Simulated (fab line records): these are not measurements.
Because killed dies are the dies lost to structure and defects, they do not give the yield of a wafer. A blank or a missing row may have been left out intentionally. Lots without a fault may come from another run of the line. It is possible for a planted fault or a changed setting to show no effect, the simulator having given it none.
Comparing a struck lot with a sound one -- flow nandHarc -- 14 out of 1302 route steps
Sound: these wafers, L589.1, L589.2, L589.4. Wafers L574.1, L574.4, L574.5 were the ones struck. The cause is named last.
At each step with rows: each side's tool, then ch and its chambers, then its first start. Under that, the readings that differ: sound wafers -- struck wafers -- difference of the means -- sigmas: that difference in standard deviations of wafers without a fault.
alike: same words and numbers on both sides, and readings whose means sit less than 2 such deviations apart. not compared: any withheld reading, any reading some wafer has no value for, any bound like >300 that may hide the same value, and any number with overlapping values for which the record gives no deviation.
A row with sigmas, a row that says differs or no value, or rows on one side alone: a step with any of these is where the two part. Non-overlapping numbers with no deviation appear without sigmas and do not part them. A reading that every wafer of one side lacks parts them only if that side has two wafers or more.

first, 1 step without rows for these wafers: NHARC_A_ONON_D2_DEP_19 (target thk 1000 nm).
NHARC_A_ONON_D2_THK_MEAS_21: measures by ellipsometry.
  struck on filmMetro-02, day 14 10:40; sound on filmMetro-02, day 20 15:43
  alike: thkNm
following that, 1 step holds no rows for these wafers, namely NHARC_A_ONON_D2_DEP_22 (target thickness 1000 nm).
NHARC_A_ONON_D2_THK_MEAS_24: measures by ellipsometry.
  struck on filmMetro-02, day 14 11:14; sound on filmMetro-02, day 20 16:17
  alike: thkNm
following that, 1 step holds no rows for these wafers, namely NHARC_A_ONON_D2_DEP_25 (target thickness 1000 nm).
NHARC_A_ONON_D2_THK_MEAS_27: measures by ellipsometry.
  struck on filmMetro-02, day 14 11:48; sound on filmMetro-02, day 20 16:51
  alike: thkNm
following that, 1 step holds no rows for these wafers, namely NHARC_A_ONON_D2_DEP_28 (target thickness 1000 nm).
NHARC_A_ONON_D2_THK_MEAS_30: measures by ellipsometry.
  struck on filmMetro-02, day 14 12:22; sound on filmMetro-02, day 20 17:25
reading,sound,struck,difference,sigmas
thkNm (nm),1014 1013 1014,982 980 981,-33,-3
NHARC_A_ONON_D2_DEP_33: deposits SiO2, target thk 200 nm.
  sound on pecvd-04 ch 0,2, day 20 17:28; struck on pecvd-04 ch 2, day 14 12:25
  alike: heaterPowerW, throttleValvePct
NHARC_A_ONON_D2_THK_MEAS_34: measures by ellipsometry.
  struck on filmMetro-02, day 14 12:58; sound on filmMetro-02, day 20 17:53
  alike: thkNm
NHARC_A_ONON_D2_INSPECT_32:
  struck on defectInspect-02, day 14 13:02; sound on defectInspect-01, day 20 17:57
  alike: rawDefectCount
NHARC_A_CHANNEL_HOLE_D2_DEP_00: deposits aC, target thk 3100 nm.
  sound on aclDep-02 ch 0, day 20 18:29; struck on aclDep-03 ch 0, day 14 15:14
  alike: throttleValvePct
NHARC_A_CHANNEL_HOLE_D2_DEP_01: deposits SiON, target thk 140 nm.
  sound on pecvd-04 ch 0,1, day 20 20:26; struck on pecvd-04 ch 0,2, day 14 17:50
  alike: heaterPowerW
-- record jumps: 11 days between struck wafers' starts before vs after; left off in module A_CHANNEL_HOLE_D2, resumes in module END, first step shown is number 1302 of the route --
NHARC_END_SORT_01:
  the record has rows for the struck wafers here (prober-02 ch 0, day 26 00:04) and none for the sound ones

WHERE THEY PART
Earliest at NHARC_A_ONON_D2_THK_MEAS_30; latest, in this record, at NHARC_END_SORT_01.

WHY: the cause the simulator had injected
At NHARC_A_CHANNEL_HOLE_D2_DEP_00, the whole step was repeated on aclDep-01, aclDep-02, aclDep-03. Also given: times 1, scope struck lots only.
